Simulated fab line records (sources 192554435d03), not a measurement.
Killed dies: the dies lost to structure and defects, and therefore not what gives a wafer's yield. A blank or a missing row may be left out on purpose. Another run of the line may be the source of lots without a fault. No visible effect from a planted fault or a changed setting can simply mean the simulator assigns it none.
Chamber matching | flow n5 finfet | N5_BEOL_M9_STRIP_36 on rie diel-02 has 3 sister chambers
The step strips in N2/H2. 14 wafers are shown with their chamber, then 6 later ones without.

== WAFERS PAIRED WITH THEIR CHAMBERS ==
wafer  | chamber | showerhead plenum p Torr (Torr) | throttle valve pct (%) | drypump motor current A (A)
L077.1 | 1       | 2.55                            | 23.85                  | 5.7
L077.2 | 0       | 2.51                            | 24.28                  | 5.3
L077.5 | 3       | 2.65                            | 23.68                  | 5.0
L082.1 | 0       | 2.51                            | 24.29                  | 5.3
L082.2 | 1       | 2.54                            | 23.87                  | 5.8
L082.5 | 1       | 2.54                            | 23.86                  | 5.8
L083.1 | 0       | 2.51                            | 24.28                  | 5.3
L083.4 | 3       | 2.65                            | 23.69                  | 5.0
L083.6 | 1       | 2.54                            | 23.88                  | 5.7
L084.4 | 3       | 2.65                            | 23.67                  | 5.0
L084.5 | 0       | 2.51                            | 24.33                  | 5.3
L084.6 | 3       | 2.65                            | 23.69                  | 4.9
L087.4 | 1       | 2.54                            | 23.84                  | 5.8
L087.5 | 1       | 2.54                            | 23.89                  | 5.7

SIGNATURES (averages over the wafers above)
reading                  | chamber 0 | chamber 1 | chamber 3 | scatter within a chamber
showerhead plenum p Torr | 2.5100    | 2.5417    | 2.6500    | 0.00275
throttle valve pct       | 24.2950   | 23.8650   | 23.6825   | 0.0184
drypump motor current A  | 5.300     | 5.750     | 4.975     | 0.0452
Rule: a wafer's distance from a chamber is the root of the sum, over the readings, of the square of ((its reading less the chamber's mean) divided by the reading's scatter). If the next closest chamber is less than 2 further off than the closest, the wafer can't be placed; otherwise it belongs to the closest. The scatter: take each reading less its chamber's mean, square it, sum over the shown wafers, divide by the number of wafers less the number of chambers, and take the root.

== WAFERS MISSING THEIR CHAMBER ==
wafer  | showerhead plenum p Torr (Torr) | throttle valve pct (%) | drypump motor current A (A)
L087.6 | 2.51                            | 24.27                  | 5.3
L092.1 | 2.64                            | 23.69                  | 5.0
L092.6 | 2.64                            | 23.72                  | 4.9
L095.2 | 2.50                            | 23.91                  | 5.3
L095.3 | 2.53                            | 23.91                  | 5.7
L095.6 | 2.50                            | 23.90                  | 5.3

== CHAMBER TAKEN BY EACH ==
wafer  | from the rows above | in truth
L087.6 | 0                   | 0
L092.1 | 3                   | 3
L092.6 | 3                   | 3
L095.2 | 1                   | 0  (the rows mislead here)
L095.3 | 1                   | 1
L095.6 | 1                   | 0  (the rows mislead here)
Placed correctly: 4 of 6. Number that these rows cannot place: 0. 2 placed wrongly.
